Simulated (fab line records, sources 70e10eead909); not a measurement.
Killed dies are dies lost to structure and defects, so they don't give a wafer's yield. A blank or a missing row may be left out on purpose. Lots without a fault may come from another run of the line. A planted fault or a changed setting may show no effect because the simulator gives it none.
Which tool did it? | flow nand_harc | 24 lots, 72 wafers sampled, at 2 steps of a route of 1302

WHAT THE GAUGES READ, wafer by wafer
NHARC_A_M0_OVL_MEAS_10: pitch 160 nm.
lot  | measured     | on         | overlay_x_nm (nm) | overlay_y_nm (nm)
L074 | day 23 04:29 | overlay-02 | -0.1 0.2 0.2      | 0.4 0.5 0.2
L075 | day 23 06:10 | overlay-02 | -0.1 -0.3 -0.2    | 0.3 -0.1 -0.1
L076 | day 23 22:04 | overlay-02 | 0.7 0.8 0.4       | 0.7 0.6 0.9
L078 | day 24 00:04 | overlay-01 | 0.7 0.5 0.7       | -1.4 -1.5 -1.3
L080 | day 24 11:21 | overlay-02 | -0.4 -0.1 -0.3    | 1.1 1.0 1.0
L079 | day 24 13:34 | overlay-02 | 0.9 1.0 1.0       | -0.1 0.3 0.2
L077 | day 24 20:19 | overlay-02 | -1.3 -1.2 -1.0    | 1.2 1.3 0.8
L081 | day 25 10:52 | overlay-02 | 0.0 0.3 0.0       | 0.5 1.1 0.7
L082 | day 25 14:37 | overlay-01 | -0.1 -0.2 -0.6    | 0.8 1.7 1.5
L083 | day 26 05:48 | overlay-02 | 0.4 1.1 0.9       | 0.7 0.4 0.4
L084 | day 26 22:16 | overlay-02 | -0.6 0.2 0.0      | 0.9 0.4 0.2
L085 | day 26 22:38 | overlay-01 | -1.7 -1.8 -1.4    | -0.9 -0.6 -0.9
L086 | day 27 11:16 | overlay-01 | -0.4 -0.5 -0.5    | -0.2 -0.4 -0.9
L089 | day 28 09:04 | overlay-01 | 1.7 1.2 0.2       | 0.6 1.3 0.4
L090 | day 28 10:28 | overlay-01 | 0.9 1.5 1.1       | 0.2 1.1 0.3
L087 | day 28 11:52 | overlay-01 | 1.0 0.9 0.5       | -0.1 0.0 -0.3
L088 | day 28 13:00 | overlay-02 | 0.4 0.6 1.2       | 0.4 0.6 0.5
L093 | day 30 05:15 | overlay-02 | -1.2 -0.6 -1.4    | 2.3 2.2 1.7
L092 | day 30 07:46 | overlay-02 | -0.2 0.0 -0.1     | -1.6 -1.2 -1.4
L091 | day 30 16:18 | overlay-02 | 0.2 0.4 0.1       | 0.0 -0.1 -0.1
L094 | day 31 11:53 | overlay-01 | 0.5 0.5 0.2       | 0.2 -0.4 -0.2
L096 | day 31 12:29 | overlay-01 | -0.7 0.1 0.2      | 0.4 0.2 0.3
L095 | day 31 13:16 | overlay-01 | 0.6 0.5 0.4       | 1.1 1.0 0.8
L097 | day 32 01:06 | overlay-01 | 0.1 0.1 -0.2      | 2.8 2.4 2.4

WHICH TOOL RAN EACH LOT (tool, then ch and the chambers of the sampled wafers, then the start)
lot  | NHARC_A_BLC_ETCH_18
L074 | rie_diel-11 ch 0,3, day 23 04:29 or earlier
L075 | rie_diel-11 ch 0,2,3, day 23 06:10 or earlier
L076 | rie_diel-11 ch 1,2,3, day 23 22:04 or earlier
L078 | rie_diel-11 ch 0,2, day 24 00:04 or earlier
L080 | rie_diel-10 ch 1,2,3, day 24 11:21 or earlier
L079 | rie_diel-11 ch 2,3, day 24 13:34 or earlier
L077 | rie_diel-10 ch 0,3, day 24 20:19 or earlier
L081 | rie_diel-02 ch 0,2,3, day 25 10:52 or earlier
L082 | rie_diel-11 ch 0,2,3, day 25 14:37 or earlier
L083 | rie_diel-11 ch 1,2,3, day 26 05:48 or earlier
L084 | rie_diel-10 ch 0,2,3, day 26 22:16 or earlier
L085 | rie_diel-11 ch 1,2,3, day 26 22:38 or earlier
L086 | rie_diel-10 ch 1,2,3, day 27 11:16 or earlier
L089 | rie_diel-11 ch 0,1,3, day 28 09:04 or earlier
L090 | rie_diel-11 ch 0,2,3, day 28 10:28 or earlier
L087 | rie_diel-11 ch 0,1,3, day 28 11:52 or earlier
L088 | rie_diel-10 ch 1,2,3, day 28 13:00 or earlier
L093 | rie_diel-11 ch 0,2,3, day 30 05:15 or earlier
L092 | rie_diel-11 ch 0,1,2, day 30 07:46 or earlier
L091 | rie_diel-11 ch 0,1,2, day 30 16:18 or earlier
L094 | rie_diel-11 ch 1,2, day 31 11:53 or earlier
L096 | rie_diel-10 ch 1,2, day 31 12:29 or earlier
L095 | rie_diel-11 ch 0,1,2, day 31 13:16 or earlier
L097 | rie_diel-11 ch 0,2,3, day 32 01:06 or earlier
- NHARC_A_BLC_ETCH_18: etches the open film in C4F8/O2/Ar, target depth 910 nm.

WHAT THE TOOLS THEMSELVES READ (means of the sampled wafers that have a number; where no wafer has one, the mark that the record gives instead)
NHARC_A_BLC_ETCH_18.
lot  | tool        | chamber_pressure_mTorr (mTorr) | oes_product_au (a.u.) | rf_vpp_V (V)
L074 | rie_diel-11 | 25.021                         | 0.927                 | 981
L075 | rie_diel-11 | 25.006                         | 0.928                 | 979
L076 | rie_diel-11 | 24.979                         | 0.927                 | 977
L078 | rie_diel-11 | 24.999                         | 0.921                 | 984
L080 | rie_diel-10 | 24.977                         | 0.962                 | 983
L079 | rie_diel-11 | 25.007                         | 0.979                 | 978
L077 | rie_diel-10 | 24.986                         | 0.925                 | 982
L081 | rie_diel-02 | 25.008                         | 0.970                 | 980
L082 | rie_diel-11 | 25.005                         | 0.930                 | 978
L083 | rie_diel-11 | 25.009                         | 0.967                 | 976
L084 | rie_diel-10 | 25.025                         | 0.970                 | 982
L085 | rie_diel-11 | 24.994                         | 0.974                 | 977
L086 | rie_diel-10 | 25.007                         | 0.948                 | 984
L089 | rie_diel-11 | 25.010                         | 0.975                 | 977
L090 | rie_diel-11 | 25.008                         | 0.969                 | 980
L087 | rie_diel-11 | 24.979                         | 0.971                 | 978
L088 | rie_diel-10 | 25.013                         | 0.958                 | 983
L093 | rie_diel-11 | 25.011                         | 0.925                 | 979
L092 | rie_diel-11 | 25.012                         | 0.932                 | 980
L091 | rie_diel-11 | 24.981                         | 0.971                 | 982
L094 | rie_diel-11 | 24.991                         | 0.925                 | 980
L096 | rie_diel-10 | 24.999                         | 0.927                 | 982
L095 | rie_diel-11 | 25.011                         | 0.928                 | 981
L097 | rie_diel-11 | 24.989                         | 0.929                 | 979

THE ANSWER, worked out from the rows above alone
Rule: what is usual is taken from the lots themselves. Put in order of their means at a reading, lots are off if they are a third of the lots or fewer, leave a main group of 4 or more, and stand apart from it by a gap of 3 or more times the standard deviation of the main group's means; of several such gaps the widest counts. A main group whose means are all the same, to the digits that the tables above print for the reading, isn't used. A lot without any number at a reading at which 4 lots or more have one is off too. The other lots that the step has rows for count as sound. The gauges are gone through in route order, then the tools' own readings, and for those a lot's mean is taken as printed above. The first step at which some lot is off is used, and at that step the reading that is off furthest; a lot without a number counts as furthest.
No lot is off at any reading shown: from this, nothing can be told.

WHAT THE SIMULATOR HAD PUT IN
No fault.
